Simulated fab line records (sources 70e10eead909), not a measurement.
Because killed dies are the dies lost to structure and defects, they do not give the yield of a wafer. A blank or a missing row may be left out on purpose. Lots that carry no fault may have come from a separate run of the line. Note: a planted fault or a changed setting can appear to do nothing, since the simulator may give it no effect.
A lot that was struck, set against a sound lot :: flow nandHarc :: 14 steps out of a route of 1159
Sound: the wafers L280.1, L280.3, L280.6. Wafers struck: L270.3, L270.4, L270.6. The cause is named last.
At each step with rows: each side's tool, then ch and its chambers, then its first start. Under that, the readings that differ: sound wafers :: struck wafers :: difference of the means :: sigmas: that difference in standard deviations of wafers without a fault.
alike: words and numbers the same on both sides, and readings whose means are apart by under 2 such deviations; not compared: readings that were withheld, readings missing a value for some wafer, numbers with overlapping values and no deviation given by the record, and bounds like >300 which may hide the same value.
A row with sigmas, a row that says differs or no value, or rows on one side alone: a step with any of these is where the two part. Non-overlapping numbers with no deviation appear without sigmas and do not part them. A reading that every wafer of one side lacks parts them only if that side has two wafers or more.

NHARC_A_WL_FILL_STRIP_27: strips in N2/H2, time 20 s.
  sound on plasmaAsher-02 ch 1, day 18 00:40; struck on plasmaAsher-01 ch 0,1, day 15 08:22
reading: heaterPowerW (W)
sound: 305 309 302
struck: 328 325 329
difference: +22
sigmas: +2
  alike: drypumpMotorCurrentA
  not compared: rfHoursCounterH
then, 4 steps without rows for these wafers: NHARC_A_WL_FILL_STRIP_28 (strips in post etch residue remover, time 1200 s); NHARC_A_WL_FILL_PRECLEAN_06 (cleans in DIW, time 300 s); NHARC_A_WL_FILL_SRD_07; NHARC_A_WL_FILL_ANNEAL_08 (time 1800 s).
NHARC_A_WL_FILL_ALD_10: deposits SiO2, target thk 50 nm, pulse time 10 s, ald cycles 500.
  sound on aldHk-04 ch 0,1,2, day 18 06:54; struck on aldHk-04 ch 0,2,3, day 15 12:56
  alike: heaterPowerW, precursorPulseHeightRel, susceptorTempC
then, 1 step without rows for these wafers: NHARC_A_WL_FILL_ETCHBACK_16 (etches the open film in C4F8/O2/Ar, target depth 88 nm, time 17.6 s).
NHARC_A_WL_FILL_STRIP_29: strips in O2, time 20 s.
  sound on rieDiel-03 ch 0,1,2, day 18 10:36; struck on rieDiel-03 ch 0,2,3, day 15 20:43
  alike: drypumpMotorCurrentA, oesProductAu, rfVppV, showerheadPlenumPTorr, throttleValvePct
  not compared: rfHoursCounterH
NHARC_A_WL_FILL_ETCHBACK_17: etches the open film in Cl2/BCl3, target depth 4 nm, time 26.7 s.
  sound on rieMetal-02 ch 0,1, day 18 10:41; struck on rieMetal-03 ch 0,1, day 15 20:50
reading: oesProductAu (a.u.)
sound: 1.009 1.008 1.007
struck: 0.990 0.994 0.987
difference: -0.018
sigmas: -2
  alike: drypumpMotorCurrentA
  not compared: rfHoursCounterH
then, 2 steps without rows for these wafers: NHARC_A_WL_FILL_PRECLEAN_18 (cleans in dHF, time 30 s); NHARC_A_WL_FILL_SRD_21.
NHARC_A_WL_FILL_CVD_23: deposits poly-Si, target thk 40 nm, time 800 s.
  struck on lpcvdPoly-04, day 15 23:37; sound on lpcvdPoly-03 ch 0, day 18 13:19
  no value came back on the struck wafers for pressureMtorr (mTorr), runLengthS (s), spikeTcTopC (C), tubeCenterTempC (C); on the sound wafers pressureMtorr (mTorr) reads 200.2 200.4 199.5
NHARC_A_WL_FILL_ETCHBACK_26: etches the open film in HBr, target depth 52 nm, time 13.3 s.
  sound on rieSi-03 ch 2,3, day 18 15:55; struck on rieSi-05 ch 0,1,2, day 16 02:11
reading: oesProductAu (a.u.)
sound: 0.983 0.992 0.990
struck: 1.017 0.994 1.004
difference: +0.017
sigmas: +2
  alike: drypumpMotorCurrentA, hbrFlowSccm, throttleValvePct
  not compared: rfHoursCounterH
after that, 1 step had no rows for these wafers: NHARC_END_SORT_01.

WHERE THEY PART
Earliest at NHARC_A_WL_FILL_STRIP_27; latest, in this record, at NHARC_A_WL_FILL_ETCHBACK_26.

WHY: the cause the simulator had injected
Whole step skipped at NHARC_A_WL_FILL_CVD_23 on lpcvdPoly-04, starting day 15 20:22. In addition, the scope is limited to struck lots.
